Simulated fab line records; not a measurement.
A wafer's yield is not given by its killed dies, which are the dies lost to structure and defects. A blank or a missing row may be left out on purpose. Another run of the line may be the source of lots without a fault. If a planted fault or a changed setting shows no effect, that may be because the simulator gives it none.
fab line records / flow nand-harc / part 2 of 2: steps 31 to 37 of 37
[record] lots = 5 wafers = 15 last-day = 33
route steps=1302 shown A_ONON_D1@429 A_CHANNEL_HOLE_D1@450
lots that met no fault: taken from a fault-free run of the same line
start-h: the number of hours between the record's first day and the start of the first shown wafer of the lot / wait-h: time in hours since the lot's previous step / " the same as in the row above / L1.1+2: a row that stands for several wafers / - no value, or no start was given / * or withheld: withheld / < > ~ a bound
route shown NAME@n: a module of which the file shows steps, and the number in the route of the first / usual: mean/standard deviation taken from wafers without a fault / same: alike in all rows / chamber/n: place in a boat / sites: per-site readings / _std_site: how widely they spread, as a standard deviation / _edge_site: outer sites' mean less inner sites' / radius-mm: for every site, how far away it sits from the centre of the wafer / mask NAME#n: copy n / behind: tool/chamber where the wafer was last shaped / hold: why the lot was held/for how many hours/how that ended / device: transistor that didn't switch, given as n, p or np / end of line: the same wafers' tests at the end of the route / for a step that has no rows: nothing shown but its recipe / killed: at the first sort, the dies lost to defects and structure; wafer yield is something else / map: a wafer's dies, x killed, . not, _ none there
set.NAME: the run value of the setting; set.NAME@STEP: its run value at that earlier step / model.NAME: the simulator's own value behind a step, which no gauge read
a table for each step, a row for each wafer; lots at some steps of the route
services: from which hour (start-h, from the record's first day; less than 0 if before it) a tool's chamber was out of use, for how many hours, and why
[[steps]]
[step NHARC_A_CHANNEL_HOLE_D1_DEVELOP_09]
[recipe] develop-time-s = 35 dev-temp-c = 23
[usual] exhaust-pa = 45.1/0.76
lot.wafer=L077.1 tool=litho-track-06 chamber=0 start-h=- wait-h=- exhaust-pa=43.9
lot.wafer=L077.3 tool=litho-track-06 chamber=0 start-h=- wait-h=- exhaust-pa=45.9
lot.wafer=L077.5 tool=litho-track-06 chamber=0 start-h=- wait-h=- exhaust-pa=45.4
lot.wafer=L086.1 tool=litho-track-01 chamber=0 start-h=- wait-h=- exhaust-pa=44.8
lot.wafer=L086.4 tool=litho-track-01 chamber=0 start-h=- wait-h=- exhaust-pa=45.5
lot.wafer=L086.5 tool=litho-track-01 chamber=0 start-h=- wait-h=- exhaust-pa=45.1
lot.wafer=L088.1 tool=litho-track-06 chamber=0 start-h=- wait-h=- exhaust-pa=45.3
lot.wafer=L088.2 tool=litho-track-06 chamber=0 start-h=- wait-h=- exhaust-pa=43.9
lot.wafer=L088.3 tool=litho-track-06 chamber=0 start-h=- wait-h=- exhaust-pa=44.8
lot.wafer=L094.2 tool=litho-track-01 chamber=0 start-h=- wait-h=- exhaust-pa=44.1
lot.wafer=L094.4 tool=litho-track-01 chamber=0 start-h=- wait-h=- exhaust-pa=44.4
lot.wafer=L094.5 tool=litho-track-01 chamber=0 start-h=- wait-h=- exhaust-pa=45.4
lot.wafer=L097.1 tool=litho-track-01 chamber=0 start-h=- wait-h=- exhaust-pa=45.1
lot.wafer=L097.3 tool=litho-track-01 chamber=0 start-h=- wait-h=- exhaust-pa=43.8
lot.wafer=L097.6 tool=litho-track-01 chamber=0 start-h=- wait-h=- exhaust-pa=44.7
[step NHARC_A_CHANNEL_HOLE_D1_CD_MEAS_10]
[recipe] target-cd-nm = 100 landing-energy-ev = 500
[usual] cd-nm = 100.0/0.59
lot.wafer=L077.1 tool=cd-sem-01 chamber=0 start-h=213.91 wait-h=- cd-nm=100.6
lot.wafer=L077.3 tool=cd-sem-01 chamber=0 start-h=213.91 wait-h=- cd-nm=100.7
lot.wafer=L077.5 tool=cd-sem-01 chamber=0 start-h=213.91 wait-h=- cd-nm=100.6
lot.wafer=L086.1 tool=cd-sem-03 chamber=0 start-h=301.38 wait-h=- cd-nm=99.1
lot.wafer=L086.4 tool=cd-sem-03 chamber=0 start-h=301.38 wait-h=- cd-nm=98.9
lot.wafer=L086.5 tool=cd-sem-03 chamber=0 start-h=301.38 wait-h=- cd-nm=98.9
lot.wafer=L088.1 tool=cd-sem-01 chamber=0 start-h=322.99 wait-h=- cd-nm=100.6
lot.wafer=L088.2 tool=cd-sem-01 chamber=0 start-h=322.99 wait-h=- cd-nm=100.5
lot.wafer=L088.3 tool=cd-sem-01 chamber=0 start-h=322.99 wait-h=- cd-nm=100.8
lot.wafer=L094.2 tool=cd-sem-02 chamber=0 start-h=379.81 wait-h=- cd-nm=99.9
lot.wafer=L094.4 tool=cd-sem-02 chamber=0 start-h=379.81 wait-h=- cd-nm=100.2
lot.wafer=L094.5 tool=cd-sem-02 chamber=0 start-h=379.81 wait-h=- cd-nm=99.0
lot.wafer=L097.1 tool=cd-sem-03 chamber=0 start-h=413.60 wait-h=- cd-nm=99.8
lot.wafer=L097.3 tool=cd-sem-03 chamber=0 start-h=413.60 wait-h=- cd-nm=99.5
lot.wafer=L097.6 tool=cd-sem-03 chamber=0 start-h=413.60 wait-h=- cd-nm=99.8
[step NHARC_A_CHANNEL_HOLE_D1_OVL_MEAS_11]
[usual] overlay-x-nm = 0.1/0.81 overlay-y-nm = -0.1/0.94
lot.wafer=L077.1 tool=overlay-02 chamber=- start-h=214.00 wait-h=- overlay-x-nm=-1.1 overlay-y-nm=-0.2
lot.wafer=L077.3 tool=overlay-02 chamber=- start-h=214.00 wait-h=- overlay-x-nm=-0.7 overlay-y-nm=0.6
lot.wafer=L077.5 tool=overlay-02 chamber=- start-h=214.00 wait-h=- overlay-x-nm=-0.3 overlay-y-nm=0.1
lot.wafer=L086.1 tool=overlay-01 chamber=- start-h=301.47 wait-h=- overlay-x-nm=-0.6 overlay-y-nm=-0.4
lot.wafer=L086.4 tool=overlay-01 chamber=- start-h=301.47 wait-h=- overlay-x-nm=-0.7 overlay-y-nm=-0.1
lot.wafer=L086.5 tool=overlay-01 chamber=- start-h=301.47 wait-h=- overlay-x-nm=-0.7 overlay-y-nm=-0.7
lot.wafer=L088.1 tool=overlay-02 chamber=- start-h=323.08 wait-h=- overlay-x-nm=1.5 overlay-y-nm=-1.7
lot.wafer=L088.2 tool=overlay-02 chamber=- start-h=323.08 wait-h=- overlay-x-nm=0.6 overlay-y-nm=-0.4
lot.wafer=L088.3 tool=overlay-02 chamber=- start-h=323.08 wait-h=- overlay-x-nm=1.2 overlay-y-nm=-0.7
lot.wafer=L094.2 tool=overlay-01 chamber=- start-h=379.90 wait-h=- overlay-x-nm=-0.2 overlay-y-nm=0.3
lot.wafer=L094.4 tool=overlay-01 chamber=- start-h=379.90 wait-h=- overlay-x-nm=0.0 overlay-y-nm=0.5
lot.wafer=L094.5 tool=overlay-01 chamber=- start-h=379.90 wait-h=- overlay-x-nm=0.3 overlay-y-nm=0.4
lot.wafer=L097.1 tool=overlay-02 chamber=- start-h=413.69 wait-h=- overlay-x-nm=1.2 overlay-y-nm=0.1
lot.wafer=L097.3 tool=overlay-02 chamber=- start-h=413.69 wait-h=- overlay-x-nm=2.0 overlay-y-nm=-0.3
lot.wafer=L097.6 tool=overlay-02 chamber=- start-h=413.69 wait-h=- overlay-x-nm=1.6 overlay-y-nm=-0.7
[step NHARC_A_CHANNEL_HOLE_D1_INSPECT_12]
[usual] raw-defect-count = 5.3/2.8
lot.wafer=L077.1 tool=defect-inspect-01 chamber=- start-h=214.03 wait-h=0.0 raw-defect-count=5
lot.wafer=L077.3 tool=defect-inspect-01 chamber=- start-h=214.03 wait-h=0.0 raw-defect-count=11
lot.wafer=L077.5 tool=defect-inspect-01 chamber=- start-h=214.03 wait-h=0.0 raw-defect-count=9
lot.wafer=L086.1 tool=defect-inspect-02 chamber=- start-h=301.51 wait-h=0.0 raw-defect-count=6
lot.wafer=L086.4 tool=defect-inspect-02 chamber=- start-h=301.51 wait-h=0.0 raw-defect-count=3
lot.wafer=L086.5 tool=defect-inspect-02 chamber=- start-h=301.51 wait-h=0.0 raw-defect-count=3
lot.wafer=L088.1 tool=defect-inspect-01 chamber=- start-h=323.11 wait-h=0.0 raw-defect-count=3
lot.wafer=L088.2 tool=defect-inspect-01 chamber=- start-h=323.11 wait-h=0.0 raw-defect-count=3
lot.wafer=L088.3 tool=defect-inspect-01 chamber=- start-h=323.11 wait-h=0.0 raw-defect-count=3
lot.wafer=L094.2 tool=defect-inspect-02 chamber=- start-h=379.94 wait-h=0.0 raw-defect-count=5
lot.wafer=L094.4 tool=defect-inspect-02 chamber=- start-h=379.94 wait-h=0.0 raw-defect-count=8
lot.wafer=L094.5 tool=defect-inspect-02 chamber=- start-h=379.94 wait-h=0.0 raw-defect-count=2
lot.wafer=L097.1 tool=defect-inspect-01 chamber=- start-h=413.72 wait-h=0.0 raw-defect-count=4
lot.wafer=L097.3 tool=defect-inspect-01 chamber=- start-h=413.72 wait-h=0.0 raw-defect-count=8
lot.wafer=L097.6 tool=defect-inspect-01 chamber=- start-h=413.72 wait-h=0.0 raw-defect-count=3
[step NHARC_A_CHANNEL_HOLE_D1_DESCUM_15]
[recipe] time-s = 3 o2-flow-sccm = 200 ar-flow-sccm = 0 bias-power-w = 0 chemistry = O2
[usual] drypump-motor-current-A = 5.8/0.53 mfc-ar-sccm = 0.005/0.0095 oes-product-au = 1.001/0.011 rf-vpp-V = 57.6/0.88 showerhead-plenum-p-Torr = 1.88/0.068 throttle-valve-pct = 11.310/0.0088
lot.wafer=L077.1 tool=rie-diel-07 chamber=3 start-h=214.09 wait-h=0.1 drypump-motor-current-A=5.2 mfc-ar-sccm=0.024 oes-product-au=1.016 rf-hours-counter-h=7 rf-vpp-V=56.2 showerhead-plenum-p-Torr=1.87 throttle-valve-pct=11.298
lot.wafer=L077.3 tool=rie-diel-07 chamber=0 start-h=214.09 wait-h=0.1 drypump-motor-current-A=5.4 mfc-ar-sccm=0 oes-product-au=1.007 rf-hours-counter-h=3 rf-vpp-V=58.5 showerhead-plenum-p-Torr=1.81 throttle-valve-pct=11.307
lot.wafer=L077.5 tool=rie-diel-07 chamber=3 start-h=214.09 wait-h=0.1 drypump-motor-current-A=5.2 mfc-ar-sccm=0.024 oes-product-au=1.020 rf-hours-counter-h=- rf-vpp-V=57.3 showerhead-plenum-p-Torr=1.87 throttle-valve-pct=11.317
lot.wafer=L086.1 tool=rie-diel-03 chamber=3 start-h=301.58 wait-h=0.1 drypump-motor-current-A=5.9 mfc-ar-sccm=0 oes-product-au=1.014 rf-hours-counter-h=4 rf-vpp-V=57.8 showerhead-plenum-p-Torr=1.96 throttle-valve-pct=11.299
lot.wafer=L086.5 tool=rie-diel-03 chamber=2 start-h=301.58 wait-h=0.1 drypump-motor-current-A=5.8 mfc-ar-sccm=0 oes-product-au=0.999 rf-hours-counter-h=- rf-vpp-V=59.6 showerhead-plenum-p-Torr=1.94 throttle-valve-pct=11.315
lot.wafer=L086.4 tool=rie-diel-03 chamber=1 start-h=301.58 wait-h=0.1 drypump-motor-current-A=4.7 mfc-ar-sccm=0.021 oes-product-au=1.011 rf-hours-counter-h=- rf-vpp-V=57.1 showerhead-plenum-p-Torr=1.78 throttle-valve-pct=11.290
lot.wafer=L088.1 tool=rie-diel-07 chamber=0 start-h=323.17 wait-h=0.1 drypump-motor-current-A=5.4 mfc-ar-sccm=0 oes-product-au=1.002 rf-hours-counter-h=1 rf-vpp-V=57.5 showerhead-plenum-p-Torr=1.81 throttle-valve-pct=11.309
lot.wafer=L088.3 tool=rie-diel-07 chamber=1 start-h=323.17 wait-h=0.1 drypump-motor-current-A=6.4 mfc-ar-sccm=0.002 oes-product-au=1.003 rf-hours-counter-h=2 rf-vpp-V=58.9 showerhead-plenum-p-Torr=1.95 throttle-valve-pct=11.320
lot.wafer=L088.2 tool=rie-diel-07 chamber=2 start-h=323.17 wait-h=0.1 drypump-motor-current-A=6.4 mfc-ar-sccm=0.000 oes-product-au=0.991 rf-hours-counter-h=1 rf-vpp-V=57.2 showerhead-plenum-p-Torr=1.87 throttle-valve-pct=11.305
lot.wafer=L094.4 tool=rie-diel-07 chamber=0 start-h=380.00 wait-h=0.1 drypump-motor-current-A=5.4 mfc-ar-sccm=0 oes-product-au=1.007 rf-hours-counter-h=7 rf-vpp-V=54.9 showerhead-plenum-p-Torr=1.81 throttle-valve-pct=11.305
lot.wafer=L094.2 tool=rie-diel-07 chamber=2 start-h=380.00 wait-h=0.1 drypump-motor-current-A=6.3 mfc-ar-sccm=0.000 oes-product-au=1.001 rf-hours-counter-h=7 rf-vpp-V=57.2 showerhead-plenum-p-Torr=1.86 throttle-valve-pct=11.289
lot.wafer=L094.5 tool=rie-diel-07 chamber=1 start-h=380.00 wait-h=0.1 drypump-motor-current-A=6.4 mfc-ar-sccm=0.002 oes-product-au=0.981 rf-hours-counter-h=- rf-vpp-V=56.8 showerhead-plenum-p-Torr=1.94 throttle-valve-pct=11.313
lot.wafer=L097.3 tool=rie-diel-07 chamber=0 start-h=413.79 wait-h=0.1 drypump-motor-current-A=5.4 mfc-ar-sccm=0 oes-product-au=0.995 rf-hours-counter-h=9 rf-vpp-V=57.4 showerhead-plenum-p-Torr=1.80 throttle-valve-pct=11.319
lot.wafer=L097.1 tool=rie-diel-07 chamber=1 start-h=413.79 wait-h=0.1 drypump-motor-current-A=6.4 mfc-ar-sccm=0.002 oes-product-au=0.996 rf-hours-counter-h=12 rf-vpp-V=57.8 showerhead-plenum-p-Torr=1.94 throttle-valve-pct=11.315
lot.wafer=L097.6 tool=rie-diel-07 chamber=0 start-h=413.79 wait-h=0.1 drypump-motor-current-A=5.4 mfc-ar-sccm=0 oes-product-au=1.002 rf-hours-counter-h=- rf-vpp-V=57.6 showerhead-plenum-p-Torr=1.80 throttle-valve-pct=11.311
[step NHARC_A_CHANNEL_HOLE_D1_ETCH_38]
[recipe] target-depth-a = 390 over-etch-frac = 0.3 time-s = 65 ion-energy-ev = 80 cf4-flow-sccm = 150 ar-flow-sccm = 0 rf-w = 300 bias-w = 100 chemistry = CF4
[usual] drypump-motor-current-A = 5.8/0.52 mfc-ar-sccm = 0.005/0.0094 oes-product-au = 1.000/0.011 rf-vpp-V = 150.9/1.2 showerhead-plenum-p-Torr = 1.74/0.057 throttle-valve-pct = 13.284/0.0089
lot.wafer=L077.1 tool=rie-diel-07 chamber=1 start-h=214.19 wait-h=0.1 drypump-motor-current-A=6.3 mfc-ar-sccm=0.002 oes-product-au=1.003 rf-hours-counter-h=8 rf-vpp-V=151.2 showerhead-plenum-p-Torr=1.80 throttle-valve-pct=13.295
lot.wafer=L077.3 tool=rie-diel-07 chamber=2 start-h=214.19 wait-h=0.1 drypump-motor-current-A=6.4 mfc-ar-sccm=0.000 oes-product-au=0.984 rf-hours-counter-h=8 rf-vpp-V=150.1 showerhead-plenum-p-Torr=1.73 throttle-valve-pct=13.287
lot.wafer=L077.5 tool=rie-diel-07 chamber=0 start-h=214.19 wait-h=0.1 drypump-motor-current-A=5.4 mfc-ar-sccm=0 oes-product-au=1.006 rf-hours-counter-h=- rf-vpp-V=150.0 showerhead-plenum-p-Torr=1.68 throttle-valve-pct=13.278
lot.wafer=L086.1 tool=rie-diel-03 chamber=2 start-h=301.67 wait-h=0.1 drypump-motor-current-A=5.8 mfc-ar-sccm=0 oes-product-au=0.995 rf-hours-counter-h=3 rf-vpp-V=150.0 showerhead-plenum-p-Torr=1.79 throttle-valve-pct=13.290
lot.wafer=L086.5 tool=rie-diel-03 chamber=2 start-h=301.67 wait-h=0.1 drypump-motor-current-A=5.9 mfc-ar-sccm=0 oes-product-au=0.988 rf-hours-counter-h=- rf-vpp-V=150.9 showerhead-plenum-p-Torr=1.79 throttle-valve-pct=13.273
lot.wafer=L086.4 tool=rie-diel-03 chamber=3 start-h=301.67 wait-h=0.1 drypump-motor-current-A=5.8 mfc-ar-sccm=0 oes-product-au=1.016 rf-hours-counter-h=- rf-vpp-V=151.7 showerhead-plenum-p-Torr=1.81 throttle-valve-pct=13.281
lot.wafer=L088.3 tool=rie-diel-07 chamber=2 start-h=323.26 wait-h=0.1 drypump-motor-current-A=6.4 mfc-ar-sccm=0.000 oes-product-au=0.985 rf-hours-counter-h=1 rf-vpp-V=151.6 showerhead-plenum-p-Torr=1.73 throttle-valve-pct=13.297
lot.wafer=L088.2 tool=rie-diel-07 chamber=0 start-h=323.26 wait-h=0.1 drypump-motor-current-A=5.5 mfc-ar-sccm=0 oes-product-au=0.999 rf-hours-counter-h=1 rf-vpp-V=149.3 showerhead-plenum-p-Torr=1.68 throttle-valve-pct=13.289
lot.wafer=L088.1 tool=rie-diel-07 chamber=1 start-h=323.26 wait-h=0.1 drypump-motor-current-A=6.4 mfc-ar-sccm=0.002 oes-product-au=0.997 rf-hours-counter-h=2 rf-vpp-V=150.2 showerhead-plenum-p-Torr=1.80 throttle-valve-pct=13.298
lot.wafer=L094.4 tool=rie-diel-07 chamber=1 start-h=380.08 wait-h=0.1 drypump-motor-current-A=6.3 mfc-ar-sccm=0.002 oes-product-au=0.999 rf-hours-counter-h=8 rf-vpp-V=151.0 showerhead-plenum-p-Torr=1.80 throttle-valve-pct=13.274
lot.wafer=L094.2 tool=rie-diel-07 chamber=2 start-h=380.08 wait-h=0.1 drypump-motor-current-A=6.3 mfc-ar-sccm=0.000 oes-product-au=0.994 rf-hours-counter-h=7 rf-vpp-V=149.6 showerhead-plenum-p-Torr=1.73 throttle-valve-pct=13.271
lot.wafer=L094.5 tool=rie-diel-07 chamber=2 start-h=380.08 wait-h=0.1 drypump-motor-current-A=6.4 mfc-ar-sccm=0.000 oes-product-au=1.003 rf-hours-counter-h=- rf-vpp-V=150.3 showerhead-plenum-p-Torr=1.73 throttle-valve-pct=13.289
lot.wafer=L097.3 tool=rie-diel-07 chamber=1 start-h=413.88 wait-h=0.1 drypump-motor-current-A=6.4 mfc-ar-sccm=0.002 oes-product-au=1.000 rf-hours-counter-h=12 rf-vpp-V=152.3 showerhead-plenum-p-Torr=1.79 throttle-valve-pct=13.293
lot.wafer=L097.1 tool=rie-diel-07 chamber=3 start-h=413.88 wait-h=0.1 drypump-motor-current-A=5.2 mfc-ar-sccm=0.024 oes-product-au=1.000 rf-hours-counter-h=9 rf-vpp-V=150.6 showerhead-plenum-p-Torr=1.73 throttle-valve-pct=13.277
lot.wafer=L097.6 tool=rie-diel-07 chamber=1 start-h=413.88 wait-h=0.1 drypump-motor-current-A=6.4 mfc-ar-sccm=0.002 oes-product-au=0.985 rf-hours-counter-h=- rf-vpp-V=150.7 showerhead-plenum-p-Torr=1.79 throttle-valve-pct=13.292
[step NHARC_A_CHANNEL_HOLE_D1_ETCH_39]
[recipe] target-depth-a = 2600 over-etch-frac = 0.3 time-s = 325 ion-energy-ev = 200 n2-flow-sccm = 150 h2-flow-sccm = 150 ar-flow-sccm = 0 rf-w = 400 bias-w = 150 chemistry = N2/H2
[usual] drypump-motor-current-A = 5.8/0.53 mfc-ar-sccm = 0.006/0.0099 oes-product-au = 1.001/0.011 rf-vpp-V = 429.5/2.2 showerhead-plenum-p-Torr = 2.01/0.072 throttle-valve-pct = 14.172/0.0084
lot.wafer=L077.3 tool=rie-diel-07 chamber=2 start-h=- wait-h=- drypump-motor-current-A=6.4 mfc-ar-sccm=0.000 oes-product-au=0.980 rf-hours-counter-h=8 rf-vpp-V=429.9 showerhead-plenum-p-Torr=1.99 throttle-valve-pct=14.171
lot.wafer=L077.1 tool=rie-diel-07 chamber=3 start-h=- wait-h=- drypump-motor-current-A=5.2 mfc-ar-sccm=0.024 oes-product-au=1.017 rf-hours-counter-h=7 rf-vpp-V=429.3 showerhead-plenum-p-Torr=1.99 throttle-valve-pct=14.179
lot.wafer=L077.5 tool=rie-diel-07 chamber=3 start-h=- wait-h=- drypump-motor-current-A=5.2 mfc-ar-sccm=0.024 oes-product-au=1.016 rf-hours-counter-h=- rf-vpp-V=428.9 showerhead-plenum-p-Torr=1.99 throttle-valve-pct=14.173
lot.wafer=L086.1 tool=rie-diel-03 chamber=1 start-h=- wait-h=- drypump-motor-current-A=4.7 mfc-ar-sccm=0.021 oes-product-au=1.006 rf-hours-counter-h=3 rf-vpp-V=426.5 showerhead-plenum-p-Torr=1.90 throttle-valve-pct=14.184
lot.wafer=L086.4 tool=rie-diel-03 chamber=2 start-h=- wait-h=- drypump-motor-current-A=5.8 mfc-ar-sccm=0 oes-product-au=0.992 rf-hours-counter-h=- rf-vpp-V=431.7 showerhead-plenum-p-Torr=2.07 throttle-valve-pct=14.169
lot.wafer=L086.5 tool=rie-diel-03 chamber=3 start-h=- wait-h=- drypump-motor-current-A=5.8 mfc-ar-sccm=0 oes-product-au=1.014 rf-hours-counter-h=- rf-vpp-V=432.9 showerhead-plenum-p-Torr=2.09 throttle-valve-pct=14.179
lot.wafer=L088.1 tool=rie-diel-07 chamber=3 start-h=- wait-h=- drypump-motor-current-A=5.2 mfc-ar-sccm=0.024 oes-product-au=1.002 rf-hours-counter-h=1 rf-vpp-V=428.0 showerhead-plenum-p-Torr=1.99 throttle-valve-pct=14.164
lot.wafer=L088.3 tool=rie-diel-07 chamber=0 start-h=- wait-h=- drypump-motor-current-A=5.5 mfc-ar-sccm=0 oes-product-au=0.998 rf-hours-counter-h=1 rf-vpp-V=427.2 showerhead-plenum-p-Torr=1.92 throttle-valve-pct=14.162
lot.wafer=L088.2 tool=rie-diel-07 chamber=1 start-h=- wait-h=- drypump-motor-current-A=6.4 mfc-ar-sccm=0.002 oes-product-au=1.015 rf-hours-counter-h=2 rf-vpp-V=431.8 showerhead-plenum-p-Torr=2.08 throttle-valve-pct=14.181
lot.wafer=L094.2 tool=rie-diel-07 chamber=2 start-h=- wait-h=- drypump-motor-current-A=6.3 mfc-ar-sccm=0.000 oes-product-au=1.004 rf-hours-counter-h=8 rf-vpp-V=429.2 showerhead-plenum-p-Torr=1.99 throttle-valve-pct=14.160
lot.wafer=L094.4 tool=rie-diel-07 chamber=3 start-h=- wait-h=- drypump-motor-current-A=5.2 mfc-ar-sccm=0.024 oes-product-au=1.011 rf-hours-counter-h=7 rf-vpp-V=428.5 showerhead-plenum-p-Torr=1.99 throttle-valve-pct=14.174
lot.wafer=L094.5 tool=rie-diel-07 chamber=3 start-h=- wait-h=- drypump-motor-current-A=5.2 mfc-ar-sccm=0.024 oes-product-au=1.013 rf-hours-counter-h=- rf-vpp-V=428.8 showerhead-plenum-p-Torr=1.99 throttle-valve-pct=14.165
lot.wafer=L097.3 tool=rie-diel-07 chamber=0 start-h=- wait-h=- drypump-motor-current-A=5.5 mfc-ar-sccm=0 oes-product-au=1.007 rf-hours-counter-h=9 rf-vpp-V=428.0 showerhead-plenum-p-Torr=1.92 throttle-valve-pct=14.184
lot.wafer=L097.1 tool=rie-diel-07 chamber=1 start-h=- wait-h=- drypump-motor-current-A=6.4 mfc-ar-sccm=0.002 oes-product-au=0.997 rf-hours-counter-h=12 rf-vpp-V=431.3 showerhead-plenum-p-Torr=2.07 throttle-valve-pct=14.177
lot.wafer=L097.6 tool=rie-diel-07 chamber=0 start-h=- wait-h=- drypump-motor-current-A=5.4 mfc-ar-sccm=0 oes-product-au=0.997 rf-hours-counter-h=- rf-vpp-V=427.7 showerhead-plenum-p-Torr=1.92 throttle-valve-pct=14.174
[[services]]
tool=litho-track-06 chamber=- start-h=179.00 hours=7.0 kind=pm
tool=pecvd-03 chamber=- start-h=185.02 hours=13.0 kind=pm
tool=pecvd-onon-02 chamber=- start-h=185.09 hours=13.0 kind=pm
tool=acl-dep-01 chamber=- start-h=186.24 hours=13.0 kind=pm
tool=rie-diel-07 chamber=1 start-h=191.67 hours=3.2 kind=repair
tool=pecvd-01 chamber=- start-h=202.01 hours=5.5 kind=repair
tool=litho-track-04 chamber=- start-h=203.00 hours=7.0 kind=pm
tool=rie-diel-07 chamber=- start-h=211.41 hours=0.9 kind=repair
tool=pecvd-onon-03 chamber=- start-h=227.00 hours=13.0 kind=pm
tool=pecvd-03 chamber=- start-h=243.28 hours=0.3 kind=repair
tool=rie-diel-07 chamber=1 start-h=257.86 hours=26.7 kind=repair
tool=pecvd-01 chamber=2 start-h=267.80 hours=19.9 kind=repair
tool=pecvd-onon-01 chamber=- start-h=269.00 hours=13.0 kind=pm
tool=rie-diel-07 chamber=- start-h=295.23 hours=9.0 kind=pm
tool=pecvd-01 chamber=- start-h=311.08 hours=13.0 kind=pm
tool=litho-track-01 chamber=- start-h=330.00 hours=7.0 kind=pm
tool=litho-track-06 chamber=- start-h=354.00 hours=7.0 kind=pm
tool=pecvd-onon-02 chamber=- start-h=366.09 hours=13.0 kind=pm
tool=litho-track-04 chamber=- start-h=378.00 hours=7.0 kind=pm
tool=rie-diel-07 chamber=0 start-h=393.05 hours=6.1 kind=repair
tool=rie-diel-07 chamber=3 start-h=394.05 hours=3.6 kind=repair
tool=rie-diel-07 chamber=3 start-h=403.06 hours=3.0 kind=repair
tool=pecvd-onon-03 chamber=- start-h=408.00 hours=13.0 kind=pm
tool=rie-diel-07 chamber=- start-h=409.96 hours=0.6 kind=repair
